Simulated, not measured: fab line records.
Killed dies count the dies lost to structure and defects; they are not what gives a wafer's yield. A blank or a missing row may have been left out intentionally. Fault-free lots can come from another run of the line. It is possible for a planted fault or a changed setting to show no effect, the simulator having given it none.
Split-lot study -- flow n5_finfet -- route with 1938 steps; 7 lots, 21 wafers read

## ON THE SPLIT
At N5_MOL_CONTACT_COAG_COAT_58 (time 60 s, resist thk 10 nm), the setting spin_rpm was moved away from the recipe's 1500 rpm on 6 of the 21 wafers read, by -9.3% to +5.2%. This setting was run at the recipe's value on the other wafers.

The reading is taken at the split's own step.

## THE READING
underlayer_of_MOL_CONTACT_COAG_COAT_58.thk_nm (the simulator's own value, which no gauge read), in nm, at N5_MOL_CONTACT_COAG_COAT_58 (time 60 s, resist thk 10 nm). No usual value for it is given in the file.

wafer,"tool, chamber at the split","spin_rpm as run, rpm",against the recipe,"underlayer_of_MOL_CONTACT_COAG_COAT_58.thk_nm, nm",against lot-mates on the recipe
L077.1,"litho_track-02, 0",1500,recipe,10,-
L077.2,"litho_track-02, 0",1500,recipe,10,-
L077.6,"litho_track-02, 0",1559,+3.9%,9.8,-0.2
L078.1,"litho_track-02, 0",1500,recipe,10,-
L078.5,"litho_track-02, 0",1500,recipe,10,-
L078.2,"litho_track-02, 0",1569,+4.6%,9.8,-0.2
L085.1,"litho_track-04, 0",1392,-7.2%,10.4,+0.4
L085.3,"litho_track-04, 0",1392,-7.2%,10.4,+0.4
L085.6,"litho_track-04, 0",1500,recipe,10,-
L086.1,"litho_track-02, 0",1500,recipe,10,-
L086.4,"litho_track-02, 0",1500,recipe,10,-
L086.5,"litho_track-02, 0",1578,+5.2%,9.8,-0.2
L087.3,"litho_track-04, 0",1500,recipe,10,-
L087.5,"litho_track-04, 0",1500,recipe,10,-
L087.6,"litho_track-04, 0",1500,recipe,10,-
L092.3,"litho_track-01, 0",1500,recipe,10,-
L092.4,"litho_track-01, 0",1500,recipe,10,-
L092.5,"litho_track-01, 0",1500,recipe,10,-
L095.3,"litho_track-04, 0",1360,-9.3%,10.4,+0.4
L095.4,"litho_track-04, 0",1500,recipe,10,-
L095.5,"litho_track-04, 0",1500,recipe,10,-

FIT RESULTS
A straight line over all 21 wafers: underlayer_of_MOL_CONTACT_COAG_COAT_58.thk_nm changes by -0.0479 nm for each +1% of spin_rpm; r = -0.99; the points scatter about the line by 0.024 nm.
The same after taking each lot's own level away (the mean of its wafers on the recipe; 21 wafers): -0.0479 nm for each +1%; r = -0.99; scatter 0.024 nm.
According to that fit, moving spin_rpm by its largest amount changes the reading by 0.45 nm.
The lots' own levels span 10.00 to 10.00 nm.
The two slopes are in agreement: the lot-to-lot level therefore moves the slope only a little.
Check: with one of the wafers moved furthest among these (-9.3%) left out of the fit, the line predicts +0.482 nm for it against its lot-mates. It came out at +0.4 nm against them.

## THESE WAFERS: OTHER SPLITS
These wafers also went through other splits before the reading. Each is held against what the fit with the lots' levels taken away leaves over:
other split on the same wafers,wafers away from the commonest value,r with underlayer_of_MOL_CONTACT_COAG_COAT_58.thk_nm (lot level and that fit taken away)
N5_PMOS_HMC_CHANNEL_EPI_COAT_03 spin_rpm,5,-0.31
N5_DUMMY_GATE_COAT_28 spin_rpm,7,-0.13
N5_DUMMY_GATE_EXPOSE_12 dose_mj,13,+0.15
N5_SD_EPI_N_EPI_21 temp_c,7,-0.39
N5_SD_EPI_P_COAT_34 spin_rpm,8,+0.09
N5_SDB_EXPOSE_08 dose_mj,8,-0.11
N5_HKMG_FIN_COAT_43 spin_rpm,3,-0.66
N5_HKMG_FIN_COAT_66 spin_rpm,4,-0.31

## FILE'S OWN FIT
underlayer_of_MOL_CONTACT_COAG_COAT_58.thk_nm changes by -0.0462 nm for each +1% of spin_rpm, r = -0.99.
